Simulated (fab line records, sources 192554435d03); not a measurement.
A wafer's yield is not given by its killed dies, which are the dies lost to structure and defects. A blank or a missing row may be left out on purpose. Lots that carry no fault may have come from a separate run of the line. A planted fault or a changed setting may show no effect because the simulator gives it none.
2 desks, one fault -- flow n5 finfet -- what lay behind the numbers comes last; until then each desk has only its own

AT THE METROLOGY DESK
What the gauges read for every lot (on any tool): the sampled wafers with a number, averaged. A lot is out of limits, marked OUT, if its mean lies more than 4 standard deviations from the usual mean; the brackets give that distance. Of its 11 readings 7 are shown: those that lie furthest out on some lot.
Columns: A = DIBL_N at N5_BEOL_M4_RC_MEAS_101, usual 36.5 mV/V; B = DIBL_P at N5_BEOL_M4_RC_MEAS_101, usual 36.5 mV/V; C = IOFF_N at N5_BEOL_M4_RC_MEAS_101, usual 0.16 nA/um; D = IOFF_P at N5_BEOL_M4_RC_MEAS_101, usual 0.21 nA/um; E = ION_N at N5_BEOL_M4_RC_MEAS_101, usual 672 uA/um; F = SS_P at N5_BEOL_M4_RC_MEAS_101, usual 73.4 mV/dec; G = VT_N at N5_BEOL_M4_RC_MEAS_101, usual 250 mV
lot,first seen here,A,B,C,D,E,F,G
L516,day 4 19:08,33.1,35.4,0.14,0.18,668,72.8,252
L519,day 5 09:34,35.7,35.9,0.16,0.20,676,73.6,249
L524,day 6 21:29,35.7,34.5,0.14,0.17,666,73.2,250
L526,day 7 05:47,33.3,33.5,0.11,0.17,651,72.5,256
L528,day 7 16:40,38.8,37.5,0.21,0.26,686,74.4,245
L527,day 7 20:50,36.0,36.6,0.16,0.22,674,73.5,250
L535,day 9 09:29,35.5,36.7,0.17,0.21,672,73.1,248
L537,day 9 22:21,36.8,37.7,0.18,0.23,683,73.7,248
L539,day 10 14:49,38.7,40.7,0.21,0.22,676,74.7,248
Finding of this desk: none of the 9 lots has anything out of limits.

AT THE TOOL OWNER'S DESK: rie diel-01
The tool's own readings at N5_MOL_CONTACT_COAG_ETCH_110 (etches Si in CF4/O2, target depth 2.5 nm, time 8 s): means of the sampled wafers that have a number, for each lot that ran on this tool. A lot is out of limits, marked OUT, if its mean lies more than 4 standard deviations from the usual mean; the brackets give that distance. 7 of its 8 readings are shown: the first one out of limits and those lying furthest out on some lot.
Columns: A = chamber pressure mTorr at N5_MOL_CONTACT_COAG_ETCH_110, usual 99.99 mTorr; B = oes_f_703_au at N5_MOL_CONTACT_COAG_ETCH_110, usual 0.78 a.u.; C = oes product au at N5_MOL_CONTACT_COAG_ETCH_110, usual 0.77 a.u.; D = rf fwd power W at N5_MOL_CONTACT_COAG_ETCH_110, usual 198.2 W; E = rf vpp V at N5_MOL_CONTACT_COAG_ETCH_110, usual 126.4 V; F = showerhead plenum p Torr at N5_MOL_CONTACT_COAG_ETCH_110, usual 2.20 Torr; G = throttle valve pct at N5_MOL_CONTACT_COAG_ETCH_110, usual 10.75 %
lot,first seen here,A,B,C,D,E,F,G
L516,day 4 19:29,100.02,0.74,0.72,198.4,126.0,2.20,10.88
L519,day 5 10:18,100.02,0.75,0.74,197.3,126.1,2.18,10.88
L524,day 6 21:51,100.00,1.00,0.80,245.3 (+56) OUT,110.7 (-6.8) OUT,2.14,10.87
L528,day 7 17:01,99.93,1.01,0.82,245.6 (+56) OUT,111.0 (-6.7) OUT,2.23,11.00
Finding of this desk: L524, L528 out of limits; the first was L524 at day 6 21:51, on rf fwd power W at N5_MOL_CONTACT_COAG_ETCH_110. In limits: L516, L519.

PUT TOGETHER
The tool owner's desk had the chance to raise an alarm at day 6 21:51 on L524, L528.
From the metrology desk's view, nothing was out of limits.
The metrology desk has L524, L528 on record, within its limits.
All the named lots went through N5_MOL_CONTACT_COAG_ETCH_110 on rie diel-01.

WHAT WAS PUT IN BY THE SIMULATOR
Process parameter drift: rie diel-01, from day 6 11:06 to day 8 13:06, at N5_MOL_CONTACT_COAG_ETCH_110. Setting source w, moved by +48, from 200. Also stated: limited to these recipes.
Lots struck among those shown: L524, L528.
How many hours passed from the start of the fault until each desk's first out-of-limits reading: the tool owner's desk, 11.
